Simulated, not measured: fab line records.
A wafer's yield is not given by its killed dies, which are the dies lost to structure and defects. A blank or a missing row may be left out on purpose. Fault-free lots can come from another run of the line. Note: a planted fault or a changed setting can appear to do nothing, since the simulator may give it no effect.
Struck lot and sound lot, side by side | flow nand_harc | 15 out of 1302 route steps
Sound: the wafers L610.1, L610.3, L610.6. Wafers L603.3, L603.5 were the ones struck. At the end, the cause is stated.
For every step that has rows: the tool of each side, followed by ch and its chambers, followed by its first start. Under that, the readings that differ: sound wafers | struck wafers | difference of the means | sigmas: that difference in standard deviations of wafers without a fault.
alike: readings with means less than 2 such deviations apart, plus words and numbers identical on both sides. not compared: withheld readings, readings lacking a value on some wafer, bounds such as >300 that could conceal the same value, and numbers that have no deviation in the record and whose values overlap.
Wherever a step has rows on one side only, a row that says differs or no value, or a row with sigmas, the two part there. Numbers that have no deviation but don't overlap get no sigmas and don't part them. A reading missing from all wafers of one side parts the sides only when that side holds two or more wafers.

first, 2 steps without rows for these wafers: NHARC_A_CONTACT_ETCH_137 (etches the open film in C4F8/O2/Ar, time 311 s, target depth 1912 nm); NHARC_A_CONTACT_ETCH_138 (etches the open film in C4F8/O2/Ar, time 311 s, target depth 1914 nm).
NHARC_A_CONTACT_ETCH_139: etches the open film in C4F8/O2/Ar, time 195 s, target depth 840 nm.
  sound on har_cap_etch-01 ch 0,1, day 30 21:47; struck on har_cap_etch-03 ch 0,1, day 27 18:15
  not compared: rf_hours_counter_h
NHARC_A_CONTACT_ETCH_92: etches the open film in CH3F/O2, target depth 40 nm, time 85.7 s.
  sound on rie_diel-13 ch 0,1,3, day 30 22:20; struck on rie_diel-13 ch 0,1, day 27 18:43
  reading                         | sound             | struck      | difference | sigmas
  rf_vpp_V (V)                    | 241.3 247.6 247.0 | 241.7 241.1 | -3.9       | -2
  showerhead_plenum_p_Torr (Torr) | 2.33 2.66 2.66    | 2.27 2.27   | -0.28      | -3
  alike: drypump_motor_current_A, o2_flow_sccm, oes_product_au, throttle_valve_pct
  not compared: rf_hours_counter_h
NHARC_A_CONTACT_ETCH_98: etches the open film in C4F6/O2, target depth 20 nm, time 10 s.
  sound: rie_diel-13 ch 1,2,3; struck: rie_diel-13 ch 0,1
  alike: drypump_motor_current_A, o2_flow_sccm, oes_product_au, rf_vpp_V, showerhead_plenum_p_Torr, throttle_valve_pct
  not compared: rf_hours_counter_h
NHARC_A_CONTACT_CD_MEAS_15:
  sound on cd_sem-03 at day 30 22:34; struck on cd_sem-03 at day 27 18:53
  alike: cd_nm
then, 3 steps without rows for these wafers: NHARC_A_CONTACT_STRIP_107 (strips in N2/H2); NHARC_A_CONTACT_STRIP_108 (strips in CF4/CHF3); NHARC_A_CONTACT_STRIP_109 (strips in O2/COS).
NHARC_A_CONTACT_ETCH_110: etches the open film in CF4/O2, target depth 60 nm, overetch 6 nm, time 33 s.
  sound on rie_diel-13 ch 0,3, day 30 22:57; struck on rie_diel-13 ch 0,2, day 27 19:11
  reading                         | sound                | struck        | difference | sigmas
  showerhead_plenum_p_Torr (Torr) | 1.45 1.26 1.45       | 1.23 1.28     | -0.13      | -2
  throttle_valve_pct (%)          | 13.408 13.413 13.391 | 13.393 13.371 | -0.022     | -3
  alike: drypump_motor_current_A, o2_flow_sccm, oes_product_au, rf_vpp_V
  not compared: rf_hours_counter_h
NHARC_A_CONTACT_STRIP_26: strips in O2.
  sound: rie_diel-13 ch 1,2; struck: rie_diel-13 ch 1
  alike: drypump_motor_current_A, o2_flow_sccm, oes_product_au, rf_vpp_V, showerhead_plenum_p_Torr, throttle_valve_pct
  not compared: rf_hours_counter_h
then, 1 step without rows for these wafers: NHARC_A_CONTACT_STRIP_27 (strips in post etch residue remover, time 600 s).
NHARC_A_CONTACT_ALD_18: deposits TiN, target thk 3 nm, pulse time 1 s, ald cycles 150.
  sound on ald_metal-02 ch 0,2,3, day 30 23:38; struck on ald_metal-03 ch 1,3, day 27 19:52
  reading    | sound       | struck  | difference | sigmas
  ald_cycles | 150 150 150 | 178 178 | +28        |
  alike: heater_power_w, precursor_pulse_height_rel
then, 1 step without rows for these wafers: NHARC_A_CONTACT_CVD_19 (deposits W, target thk 300 nm, time 802 s).
NHARC_END_SORT_01:
  only the struck wafers appear in the record here, on prober-01 ch 0 at day 29 13:11; the sound ones have no rows

== WHERE THEY PART ==
At NHARC_A_CONTACT_ETCH_92 first; at NHARC_END_SORT_01 last (within this record only).

WHY: whatever the simulator had introduced
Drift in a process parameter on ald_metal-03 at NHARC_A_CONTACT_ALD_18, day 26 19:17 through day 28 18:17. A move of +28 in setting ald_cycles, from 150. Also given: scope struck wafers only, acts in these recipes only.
